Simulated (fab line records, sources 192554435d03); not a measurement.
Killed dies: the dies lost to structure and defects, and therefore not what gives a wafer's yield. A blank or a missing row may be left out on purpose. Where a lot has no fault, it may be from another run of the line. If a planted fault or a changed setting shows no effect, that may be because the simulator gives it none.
fab line records ; flow n5-finfet
[record] lots = 10; wafers = 27; last-day = 17
route steps=1938 shown BEOL_M11@1539 PASSIVATION@1936
lots that met no fault: from a run of the same line without faults
start-h: hours from the record's opening day to when the first of the lot's shown wafers began ; wait-h: hours from the lot's prior step to this one ; " same as the row above ; L1.1+2: a single row standing in for several wafers ; - either no value or no given start ; * or withheld: withheld ; < > ~ a bound
route shown NAME@n: NAME is a module with steps in the file, n the number in the route of the first one ; usual: the fault-free wafers' mean and standard deviation ; same: alike in all rows ; chamber/n: place in a boat ; sites: the reading at each site ; _std_site: how widely they spread, as a standard deviation ; _edge_site: inner sites' mean taken away from outer sites' mean ; radius-mm: how far each site lies from the wafer's centre ; mask NAME#n: copy n ; behind: tool/chamber where the wafer was last shaped ; hold: reason for holding the lot/hours on hold/outcome of the hold ; device: the transistor (n, p or np) that didn't switch ; end of line: the same wafers' tests at the end of the route ; for a step that has no rows: nothing shown but its recipe ; killed: count of dies lost to structure and defects at first sort (not the wafer's yield) ; map: shows each die of a wafer: x if killed, . if not, _ if none is there
set.NAME: the setting that was run; set.NAME@STEP: the one run at that earlier step ; model.NAME: the simulator's own value behind a step, which no gauge read
the route's steps for a sample of lots (tables are steps, rows are wafers)
services: from which hour (start-h, from the record's first day; less than 0 if before it) a tool's chamber was out of use, for how many hours, and why
[[steps]]
[step N5_BEOL_M11_PECVD_70]
[recipe] material = SiO2; target-thk-a = 200; temp-c = 400; precursor = TEOS/O2; pressure-torr = 5.5; rf-w = 450; teos-flow-sccm = 53.8; gas = O2; flow-sccm = 3000; time-s = 22.7
[usual] heater-power-w = 720/130; showerhead-plenum-p-Torr = 8.79/0.037; throttle-valve-pct = 21.9/1.1
lot.wafer;tool;chamber;start-h;wait-h;heater-power-w;showerhead-plenum-p-Torr;throttle-valve-pct
L735.2;pecvd-03;2;224.58;0.0;654;8.87;20.8
L735.3;pecvd-03;0;224.58;0.0;659;8.76;23.1
L735.6;pecvd-03;1;224.58;0.0;796;8.78;22.8
L734.1;pecvd-01;2;232.07;0.0;801;8.80;20.5
L734.2;pecvd-01;1;232.07;0.0;568;8.79;23.2
L738.1;pecvd-01;2;255.15;0.0;826;8.78;21.0
L738.2;pecvd-01;0;255.15;0.0;858;8.79;20.6
L738.5;pecvd-01;2;255.15;0.0;818;8.77;20.8
L737.2;pecvd-01;2;256.63;0.0;819;8.79;20.7
L737.3;pecvd-01;1;256.63;0.0;588;8.76;23.2
L737.6;pecvd-01;2;256.63;0.0;822;8.80;20.9
L742.1;pecvd-01;1;278.37;0.1;517;8.81;23.0
L742.3;pecvd-01;2;278.37;0.1;825;8.80;20.9
L743.4;pecvd-01;2;291.56;0.1;793;8.79;20.8
L743.5;pecvd-01;1;291.56;0.1;562;8.78;23.3
L743.6;pecvd-01;0;291.56;0.1;951;8.80;20.6
L746.2;pecvd-01;1;293.73;0.0;577;8.79;23.1
L746.4;pecvd-01;0;293.73;0.0;867;8.79;20.7
L746.6;pecvd-01;1;293.73;0.0;581;8.80;23.4
L752.2;pecvd-01;1;338.97;0.0;546;8.78;23.2
L752.3;pecvd-01;2;338.97;0.0;842;8.82;21.1
L752.4;pecvd-01;0;338.97;0.0;830;8.78;20.6
L754.2;pecvd-01;2;358.32;0.0;827;8.80;21.1
L754.3;pecvd-01;0;358.32;0.0;890;8.80;20.7
L754.5;pecvd-01;1;358.32;0.0;506;8.78;23.3
L756.3;pecvd-03;2;364.04;0.0;615;8.88;21.3
L756.6;pecvd-03;0;364.04;0.0;768;8.74;23.4
[step N5_BEOL_M11_INSPECT_13]
[recipe] mode = adi; inspect-instrument = brightfield
[usual] raw-defect-count = 365/76
lot.wafer;tool;chamber;start-h;wait-h;raw-defect-count
L735.2;defect-inspect-02;-;226.13;0.0;296
L735.3;defect-inspect-02;-;226.13;0.0;417
L735.6;defect-inspect-02;-;226.13;0.0;298
L734.1;defect-inspect-02;-;234.96;0.0;357
L734.2;defect-inspect-02;-;234.96;0.0;294
L738.1;defect-inspect-02;-;256.17;0.0;352
L738.2;defect-inspect-02;-;256.17;0.0;368
L738.5;defect-inspect-02;-;256.17;0.0;415
L737.2;defect-inspect-02;-;259.46;0.0;489
L737.3;defect-inspect-02;-;259.46;0.0;465
L737.6;defect-inspect-02;-;259.46;0.0;430
L742.1;defect-inspect-02;-;280.03;0.0;414
L742.3;defect-inspect-02;-;280.03;0.0;298
L743.4;defect-inspect-02;-;293.17;0.0;372
L743.5;defect-inspect-02;-;293.17;0.0;328
L743.6;defect-inspect-02;-;293.17;0.0;267
L746.2;defect-inspect-02;-;295.79;0.0;398
L746.4;defect-inspect-02;-;295.79;0.0;446
L746.6;defect-inspect-02;-;295.79;0.0;322
L752.2;defect-inspect-02;-;341.05;0.0;264
L752.3;defect-inspect-02;-;341.05;0.0;1725
L752.4;defect-inspect-02;-;341.05;0.0;359
L754.2;defect-inspect-02;-;361.07;0.0;1432
L754.3;defect-inspect-02;-;361.07;0.0;325
L754.5;defect-inspect-02;-;361.07;0.0;257
L756.3;defect-inspect-01;-;365.34;0.0;288
L756.6;defect-inspect-01;-;365.34;0.0;425
[step N5_BEOL_M11_ETCH_62]
[recipe] chemistry = N2/H2; target = SOC; target-depth-a = 1100; overetch-a = 220; mask-material = SiARC; temp-c = 40; time-s = 165; ion-energy-ev = 200; pressure-mtorr = 30; source-w = 840; bias-w = 150; n2-flow-sccm = 200; h2-flow-sccm = 200
[usual] drypump-motor-current-A = 5.8/0.51; oes-product-au = 0.67/0.064; rf-vpp-V = 523.6/2.4; showerhead-plenum-p-Torr = 2.54/0.084; throttle-valve-pct = 17.90/0.3
lot.wafer;tool;chamber;start-h;wait-h;drypump-motor-current-A;oes-product-au;rf-hours-counter-h;rf-vpp-V;showerhead-plenum-p-Torr;throttle-valve-pct
L735.2;rie-diel-01;2;226.52;0.0;5.4;0.76;26;523.0;2.48;17.70
L735.3;rie-diel-01;3;226.52;0.0;5.2;0.70;62;524.8;2.57;17.96
L735.6;rie-diel-01;2;226.52;0.0;5.3;0.76;-;523.3;2.48;17.71
L734.1;rie-diel-04;3;235.08;0.0;5.4;0.84;0;525.6;2.61;17.35
L734.2;rie-diel-04;1;235.08;0.0;5.6;0.64;131;522.5;2.56;18.03
L738.1;rie-diel-01;0;256.29;0.0;6.8;0.71;77;526.7;2.70;17.83
L738.2;rie-diel-01;3;256.29;0.0;5.2;0.69;70;526.1;2.57;17.98
L738.5;rie-diel-01;0;256.29;0.0;6.7;0.70;-;527.6;2.70;17.83
L737.2;rie-diel-04;2;259.58;0.0;6.5;0.61;163;519.7;2.43;18.19
L737.3;rie-diel-04;1;259.58;0.0;5.6;0.64;141;523.6;2.56;18.04
L737.6;rie-diel-04;2;259.58;0.0;6.5;0.62;-;521.1;2.43;18.18
L742.1;rie-diel-01;3;280.67;0.0;5.2;0.68;78;524.8;2.56;18.00
L742.3;rie-diel-01;1;280.67;0.0;5.5;0.70;99;524.9;2.57;17.49
L743.4;rie-diel-05;1;293.40;0.0;5.8;0.61;185;520.8;2.42;18.17
L743.5;rie-diel-05;1;293.40;0.0;5.8;0.61;-;519.0;2.42;18.17
L743.6;rie-diel-05;0;293.40;0.0;5.7;0.64;-;527.2;2.66;17.62
L746.2;rie-diel-05;1;295.91;0.0;5.8;0.61;186;520.1;2.42;18.17
L746.4;rie-diel-05;0;295.91;0.0;5.7;0.64;138;527.1;2.66;17.63
L746.6;rie-diel-05;1;295.91;0.0;5.8;0.61;-;521.2;2.42;18.17
L752.2;rie-diel-05;1;341.16;0.0;5.8;0.61;202;520.7;2.42;18.21
L752.3;rie-diel-05;3;341.16;0.0;6.3;0.65;148;523.6;2.53;18.25
L752.4;rie-diel-05;1;341.16;0.0;5.8;0.60;-;519.8;2.42;18.18
L754.2;rie-diel-05;3;361.26;0.0;6.3;0.64;154;523.6;2.52;18.25
L754.3;rie-diel-05;0;361.26;0.0;5.7;0.64;146;527.3;2.65;17.65
L754.5;rie-diel-05;3;361.26;0.0;6.3;0.64;-;521.7;2.52;18.24
L756.3;rie-diel-05;0;365.45;0.0;5.7;0.63;147;526.8;2.65;17.65
L756.6;rie-diel-05;0;365.45;0.0;5.7;0.63;-;526.6;2.65;17.64
[step N5_BEOL_M11_STRIP_67]
[recipe] chemistry = CF4; resist = SiARC; power-w = 300; bias-power-w = 75; pressure-mtorr = 50; cf4-flow-sccm = 150; rf-frequency-hz = 6e+07
[usual] bias-power-w = 75.03/0.23; drypump-motor-current-A = 5.8/0.51; oes-product-au = 0.78/0.076; rf-vpp-V = 271.1/1.4; showerhead-plenum-p-Torr = 1.79/0.058; throttle-valve-pct = 13.59/0.29
lot.wafer;tool;chamber;start-h;wait-h;bias-power-w;drypump-motor-current-A;oes-product-au;rf-hours-counter-h;rf-vpp-V;showerhead-plenum-p-Torr;throttle-valve-pct
L735.2;rie-diel-01;2;226.66;0.0;75.15;5.4;0.90;26;271.3;1.74;13.34
L735.3;rie-diel-01;3;226.66;0.0;74.83;5.2;0.82;62;273.2;1.81;13.60
L735.6;rie-diel-01;2;226.66;0.0;75.06;5.4;0.91;-;270.6;1.74;13.31
L734.1;rie-diel-04;3;235.22;0.0;75.27;5.4;0.98;0;272.4;1.84;13.07
L734.2;rie-diel-04;1;235.22;0.0;75.03;5.6;0.76;131;271.2;1.79;13.51
L738.1;rie-diel-01;0;256.43;0.0;74.66;6.7;0.83;77;274.4;1.88;13.43
L738.2;rie-diel-01;3;256.43;0.0;74.93;5.2;0.81;70;270.9;1.80;13.63
L738.5;rie-diel-01;0;256.43;0.0;74.95;6.7;0.83;-;273.2;1.88;13.46
L737.2;rie-diel-04;2;259.72;0.0;75.01;6.5;0.72;163;270.1;1.72;13.91
L737.3;rie-diel-04;1;259.72;0.0;74.29;5.6;0.75;141;270.8;1.79;13.55
L737.6;rie-diel-04;2;259.72;0.0;75.06;6.5;0.72;-;271.3;1.72;13.91
L742.1;rie-diel-01;3;280.82;0.0;74.90;5.2;0.80;78;270.9;1.80;13.62
L742.3;rie-diel-01;1;280.82;0.0;74.88;5.5;0.82;99;272.9;1.81;13.19
L743.4;rie-diel-05;1;293.55;0.0;74.72;5.8;0.72;185;270.2;1.70;13.81
L743.5;rie-diel-05;1;293.55;0.0;75.02;5.8;0.72;-;269.0;1.70;13.80
L743.6;rie-diel-05;0;293.55;0.0;75.36;5.7;0.76;-;275.4;1.89;13.49
L746.2;rie-diel-05;1;296.06;0.0;74.80;5.8;0.72;186;267.5;1.70;13.80
L746.4;rie-diel-05;0;296.06;0.0;74.88;5.6;0.76;138;272.8;1.89;13.48
L746.6;rie-diel-05;1;296.06;0.0;74.57;5.8;0.72;-;269.2;1.70;13.82
L752.2;rie-diel-05;1;341.31;0.0;75.36;5.8;0.71;202;268.9;1.70;13.83
L752.3;rie-diel-05;3;341.31;0.0;74.58;6.3;0.76;148;273.5;1.81;14.04
L752.4;rie-diel-05;1;341.31;0.0;74.81;5.8;0.72;-;271.4;1.70;13.83
L754.2;rie-diel-05;3;361.41;0.0;74.90;6.3;0.77;154;271.0;1.81;14.05
L754.3;rie-diel-05;0;361.41;0.0;75.25;5.7;0.74;146;271.9;1.89;13.48
L754.5;rie-diel-05;3;361.41;0.0;74.77;6.3;0.75;-;270.6;1.81;14.05
L756.3;rie-diel-05;0;365.60;0.0;74.94;5.7;0.76;147;274.4;1.89;13.52
L756.6;rie-diel-05;0;365.60;0.0;74.75;5.7;0.76;-;273.1;1.89;13.50
[step N5_BEOL_M11_STRIP_19]
[recipe] chemistry = O2; power-w = 400; temp-c = 40; pressure-mtorr = 30; rf-frequency-hz = 6e+07; bias-power-w = 0; overash-fraction = 0.2; o2-flow-sccm = 225
[usual] drypump-motor-current-A = 5.8/0.54; oes-product-au = 0.80/0.068; rf-vpp-V = 3.7/0.56; showerhead-plenum-p-Torr = 2.10/0.064; throttle-valve-pct = 16.68/0.26
[same] bias-power-w = 0; overash-fraction = 0.2
lot.wafer;tool;chamber;start-h;wait-h;drypump-motor-current-A;oes-product-au;rf-hours-counter-h;rf-vpp-V;showerhead-plenum-p-Torr;throttle-valve-pct
L735.2;rie-diel-01;2;226.91;0.2;5.4;0.90;26;3.9;2.05;16.57
L735.3;rie-diel-01;1;226.91;0.2;5.5;0.85;83;3.6;2.13;16.26
L735.6;rie-diel-01;2;226.91;0.2;5.4;0.90;-;4.1;2.05;16.57
L734.1;rie-diel-01;0;235.38;0.1;6.7;0.85;71;2.9;2.22;16.63
L734.2;rie-diel-01;3;235.38;0.1;5.2;0.84;64;2.9;2.13;16.83
L738.1;rie-diel-05;3;256.58;0.1;6.3;0.78;119;3.6;2.10;17.02
L738.2;rie-diel-05;2;256.58;0.1;5.2;0.73;193;4.0;2.08;16.53
L738.5;rie-diel-05;2;256.58;0.1;5.2;0.73;-;4.2;2.08;16.54
L737.2;rie-diel-01;0;259.93;0.1;6.7;0.84;77;4.7;2.21;16.63
L737.3;rie-diel-01;1;259.93;0.1;5.5;0.85;92;4.4;2.13;16.30
L737.6;rie-diel-01;3;259.93;0.1;5.2;0.84;-;2.8;2.13;16.86
L742.1;rie-diel-04;1;281.17;0.3;5.5;0.75;149;3.8;2.11;16.76
L742.3;rie-diel-04;2;281.17;0.3;6.5;0.71;172;4.4;1.99;16.97
L743.4;rie-diel-01;3;293.73;0.1;5.2;0.81;82;2.9;2.13;16.87
L743.5;rie-diel-01;0;293.73;0.1;6.7;0.82;-;4.7;2.21;16.65
L743.6;rie-diel-01;1;293.73;0.1;5.5;0.83;-;3.3;2.12;16.33
L746.2;rie-diel-01;1;296.34;0.2;5.5;0.83;102;2.7;2.12;16.32
L746.4;rie-diel-01;0;296.34;0.2;6.7;0.82;89;4.3;2.21;16.66
L746.6;rie-diel-01;3;296.34;0.2;5.2;0.81;-;4.2;2.13;16.87
L752.2;rie-diel-01;2;341.56;0.2;5.3;0.85;62;3.3;2.04;16.65
L752.3;rie-diel-01;0;341.56;0.2;6.7;0.81;102;4.9;2.20;16.66
L752.4;rie-diel-01;3;341.56;0.2;5.3;0.80;96;3.4;2.12;16.91
L754.2;rie-diel-01;0;361.56;0.1;6.7;0.81;107;3.8;2.20;16.67
L754.3;rie-diel-01;3;361.56;0.1;5.2;0.78;102;4.2;2.12;16.92
L754.5;rie-diel-01;0;361.56;0.1;6.7;0.81;-;4.1;2.20;16.65
L756.3;rie-diel-01;3;365.75;0.1;5.2;0.79;103;3.8;2.12;16.91
L756.6;rie-diel-01;3;365.75;0.1;5.2;0.79;-;3.5;2.12;16.93
[step N5_PASSIVATION_PROBE_49]
[usual] defect-limited-yield = 91.2/1.5; killed_at_M0_to_M3 = 36/10; killed_at_M4_up = 13/6; killed-at-contacts = 11/5.2; killed-at-front-end = 40/11; killed-at-other = 3.1/2.9; killed-dies = 104/17; killed-on-rim = 14/3.6; killed-open = 66/12; killed-short = 34/7.7; sort_bin_5_function = 5.1/0.91; sort_bin_6_memory = 3.2/0.67; sort-n-pass = 1076/17; sort-yield-pct = 91.2/1.5
[same] gross-dies = 1180; killed-at-back-side = 0; sort_bin_4_leakage[%] = 0; sort_bin_8_speed[%] = 0
lot.wafer;tool;chamber;start-h;wait-h;defect-limited-yield[%];killed_at_M0_to_M3;killed_at_M4_up;killed-at-contacts;killed-at-front-end;killed-at-other;killed-dies;killed-on-rim;killed-open;killed-short;sort_bin_5_function[%];sort_bin_6_memory[%];sort-n-pass;sort-yield-pct[%]
L742.1;prober-02;-;327.20;0.1;91.4;35;17;12;34;4;102;15;64;35;4.7;3.6;1078;91.4
L742.3;prober-02;-;327.30;0.2;91.9;38;10;7;38;2;95;18;58;35;4.7;3.1;1085;91.9
L752.2;prober-01;-;388.72;0.1;91.4;37;6;7;47;4;101;10;59;40;4.6;3.6;1079;91.4
L752.3;prober-01;-;388.77;0.1;78.4;39;167;15;34;0;255;14;65;32;12.5;4.7;925;78.4
L752.4;prober-01;-;388.82;0.2;93.2;28;8;10;33;1;80;11;51;26;3.9;2.7;1100;93.2
L754.2;prober-01;-;403.92;0.1;76.9;34;176;19;43;0;272;18;79;35;14.0;5.3;908;76.9
L754.3;prober-01;-;403.97;0.1;90.3;35;7;14;55;3;114;11;60;39;5.3;2.9;1066;90.3
L754.5;prober-01;-;404.07;0.2;90.8;32;21;2;49;5;109;15;73;32;5.1;3.9;1071;90.8
// killed by level:class
L742.1 STI_FIN_REVEAL:geometric-particle:open=16 MOL_CONTACT_COAG:geometric-particle:open=10 BEOL_M0_SAQP:geometric-particle:short=9 BEOL_M1:geometric-particle:open=7 BEOL_M0_SAQP:geometric-particle:open=5 BEOL_M2:geometric-particle:open=5 BEOL_M4:geometric-particle:open=5 BEOL_M1:geometric-particle:short=4
L742.3 BEOL_M0_SAQP:geometric-particle:open=11 ILD0:geometric-particle:open=9 BEOL_M1:geometric-particle:open=9 BEOL_M0_SAQP:geometric-particle:short=7 DUMMY_GATE:geometric-particle:open=5 ILD0:geometric-particle:short=5 MOL_CONTACT_COAG:geometric-particle:open=5 BEOL_M2:geometric-particle:short=5
L752.2 FIN_SAQP:geometric-particle:open=12 FIN_SAQP:geometric-particle:short=11 BEOL_M0_SAQP:geometric-particle:short=10 BEOL_M0_SAQP:geometric-particle:open=9 BEOL_M3:geometric-particle:open=8 STARTING-WAFER:geometric-particle:short=8 DUMMY_GATE:geometric-particle:open=7 MOL_CONTACT_COAG:geometric-particle:open=6
L752.3 BEOL_M11:unspecified=155 FIN_SAQP:geometric-particle:open=11 MOL_CONTACT_COAG:geometric-particle:open=11 BEOL_M0_SAQP:geometric-particle:short=10 FIN_SAQP:geometric-particle:short=9 BEOL_M2:geometric-particle:open=8 BEOL_M0_SAQP:geometric-particle:open=7 BEOL_M4:geometric-particle:open=6
L752.4 FIN_SAQP:geometric-particle:open=12 FIN_SAQP:geometric-particle:short=12 MOL_CONTACT_COAG:geometric-particle:open=7 BEOL_M3:geometric-particle:open=7 BEOL_M2:geometric-particle:open=5 BEOL_M0_SAQP:geometric-particle:open=4 BEOL_M0_SAQP:geometric-particle:short=3 BEOL_M1:geometric-particle:open=3
L754.2 BEOL_M11:unspecified=154 BEOL_M4:geometric-particle:open=12 BEOL_M1:geometric-particle:open=12 MOL_CONTACT_COAG:geometric-particle:open=11 FIN_SAQP:geometric-particle:short=10 FIN_SAQP:geometric-particle:open=10 MOL_CONTACT_COAG:geometric-particle:short=7 SPACER0:geometric-particle:open=5
L754.3 FIN_SAQP:geometric-particle:short=14 BEOL_M0_SAQP:geometric-particle:open=13 HKMG_FIN:area-etch=12 FIN_SAQP:geometric-particle:open=9 MOL_CONTACT_COAG:geometric-particle:open=9 MOL_CONTACT_COAG:geometric-particle:short=5 BEOL_M2:geometric-particle:open=4 BEOL_M0_SAQP:geometric-particle:short=4
L754.5 FIN_SAQP:geometric-particle:open=19 FIN_SAQP:geometric-particle:short=12 BEOL_M0_SAQP:geometric-particle:open=9 BEOL_M4:geometric-particle:open=9 BEOL_M0_SAQP:geometric-particle:short=5 BEOL_M1:geometric-particle:open=5 BEOL_M4:geometric-particle:short=5 BEOL_M3:geometric-particle:open=4
[[services]]
tool;chamber;start-h;hours;kind
rie-diel-04;3;202.30;-;clean
rie-diel-04;3;202.30;-;consumable-replace:focus-ring
rie-diel-04;3;202.30;28.8;scheduled-down
rie-diel-04;3;202.30;28.8;vent-cycle
rie-diel-01;-;206.39;0.5;repair
pecvd-01;1;218.87;5.0;scheduled-down
rie-diel-04;0;239.05;-;clean
rie-diel-04;0;239.05;-;consumable-replace:focus-ring
rie-diel-04;0;239.05;24.7;scheduled-down
rie-diel-04;0;239.05;24.7;vent-cycle
pecvd-03;-;257.52;0.3;repair
rie-diel-01;1;286.80;6.7;repair
rie-diel-05;0;300.39;21.1;repair
rie-diel-05;2;303.66;4.9;repair
pecvd-01;-;318.31;6.0;pm
pecvd-03;0;330.27;10.9;repair
rie-diel-05;0;334.70;17.2;repair
[[key]]
[first-sign] step = N5_BEOL_M11_INSPECT_13; reading = raw-defect-count; direction = up; sigmas = 16; usual = 365; struck = 1578
[effect] step = N5_PASSIVATION_PROBE_49; reading = killed_at_M4_up; direction = up; sigmas = 26; usual = 13; struck = 172
[more-kills-born-at] N5_BEOL_M11_PECVD_70@pecvd-01 = 309
met-at N5_BEOL_M11_PECVD_70
struck-lots L752,L754
struck-wafers L752.3,L754.2
[baseline-loss] step = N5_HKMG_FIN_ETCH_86; wafers = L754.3
not-acting-at N5_BEOL_M11_ETCH_62,N5_BEOL_M11_STRIP_67,N5_BEOL_M11_STRIP_19
onset-between 291.56 338.97
[fault] kind = chamber-particle-source; tool = pecvd-01; chamber = 2; onset-h = 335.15; steps = N5_BEOL_M11_PECVD_70; rate-per-visit-cm2 = 1.9099; end-h = 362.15
// baseline-loss: these wafers lose ten dies or more at that step, a loss of the line's own and not of a fault; the sort's usual values leave them out
